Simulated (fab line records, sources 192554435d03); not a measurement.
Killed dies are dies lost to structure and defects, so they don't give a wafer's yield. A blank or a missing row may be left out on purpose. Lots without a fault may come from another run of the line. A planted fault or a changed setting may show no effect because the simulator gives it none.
Chamber matching | flow n5_finfet | N5_BEOL_M8_ILD_DEP_00 on pecvd-01: 3 sister chambers
The step deposits SiCOH lowk from DEMS/porogen, target thk 179.75 nm, time 33.4 s. 3 wafers are shown with their chamber, then 9 later ones without.

WAFERS WITH THEIR CHAMBER
wafer  | chamber | throttle_valve_pct (%)
L085.1 | 2       | 13.7
L085.4 | 1       | 15.1
L085.6 | 0       | 13.9

WAFERS WITHOUT THEIR CHAMBER
wafer  | throttle_valve_pct (%)
L089.2 | 13.9
L089.3 | 14.2
L089.6 | 13.7
L093.1 | 14.0
L093.5 | 13.9
L093.6 | 13.4
L094.2 | 13.9
L094.3 | 14.0
L094.5 | 13.5

WHICH CHAMBER EACH WENT THROUGH
wafer  | from the rows above     | in truth
L089.2 | can't be placed: 0 or 2 | 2
L089.3 | can't be placed: 0 or 2 | 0
L089.6 | can't be placed: 2 or 0 | 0
L093.1 | can't be placed: 0 or 2 | 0
L093.5 | can't be placed: 0 or 2 | 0
L093.6 | can't be placed: 2 or 0 | 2
L094.2 | can't be placed: 0 or 2 | 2
L094.3 | can't be placed: 0 or 2 | 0
L094.5 | can't be placed: 2 or 0 | 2
Placed correctly: 0 of 9. Can't be placed from these rows: 9 (the true chamber is among the candidates in 9). Placed wrongly: 0.
How it was worked out, from the rows above alone: a wafer's distance from a chamber is the root of the sum, over the readings, of the square of ((its reading less the chamber's mean) divided by the reading's scatter). The wafer belongs to the nearest chamber; if the next one is less than 2 further off, it can't be placed. A chamber's mean is the mean of its shown wafers. The scatter: with one shown wafer a chamber, the root of the mean of the squares of how far each hidden wafer lies from its nearest shown one.
